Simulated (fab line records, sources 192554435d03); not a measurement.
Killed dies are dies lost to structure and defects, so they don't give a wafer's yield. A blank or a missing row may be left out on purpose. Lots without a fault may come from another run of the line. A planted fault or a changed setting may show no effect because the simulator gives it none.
Chamber matching | flow n5_finfet | N5_BEOL_M1_STRIP_36 on rie_diel-02: 4 sister chambers
The step strips in N2/H2. 4 wafers are shown with their chamber, then 11 later ones without.

WAFERS WITH THEIR CHAMBER
wafer  | chamber | throttle_valve_pct (%)
L086.2 | 1       | 24.3
L089.3 | 2       | 23.7
L089.6 | 3       | 23.9
L088.1 | 0       | 23.6

WAFERS WITHOUT THEIR CHAMBER
wafer  | throttle_valve_pct (%)
L088.3 | 23.9
L088.4 | 23.9
L090.2 | 23.7
L090.4 | 23.9
L090.5 | 24.1
L093.3 | 23.9
L093.4 | 24.1
L093.5 | 23.7
L095.2 | 23.6
L095.3 | 23.9
L095.4 | 24.1

WHICH CHAMBER EACH WENT THROUGH
wafer  | from the rows above          | in truth
L088.3 | can't be placed: 3 or 2      | 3
L088.4 | can't be placed: 3 or 2      | 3
L090.2 | can't be placed: 2 or 0 or 3 | 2
L090.4 | can't be placed: 3 or 2      | 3
L090.5 | can't be placed: 1 or 3 or 2 | 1
L093.3 | can't be placed: 3 or 2      | 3
L093.4 | can't be placed: 1 or 3 or 2 | 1
L093.5 | can't be placed: 2 or 0 or 3 | 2
L095.2 | can't be placed: 0 or 2      | 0
L095.3 | can't be placed: 3 or 2      | 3
L095.4 | can't be placed: 1 or 3 or 2 | 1
Placed correctly: 0 of 11. Can't be placed from these rows: 11 (the true chamber is among the candidates in 11). Placed wrongly: 0.
How it was worked out, from the rows above alone: a wafer's distance from a chamber is the root of the sum, over the readings, of the square of ((its reading less the chamber's mean) divided by the reading's scatter). The wafer belongs to the nearest chamber; if the next one is less than 2 further off, it can't be placed. A chamber's mean is the mean of its shown wafers. The scatter: with one shown wafer a chamber, the root of the mean of the squares of how far each hidden wafer lies from its nearest shown one.
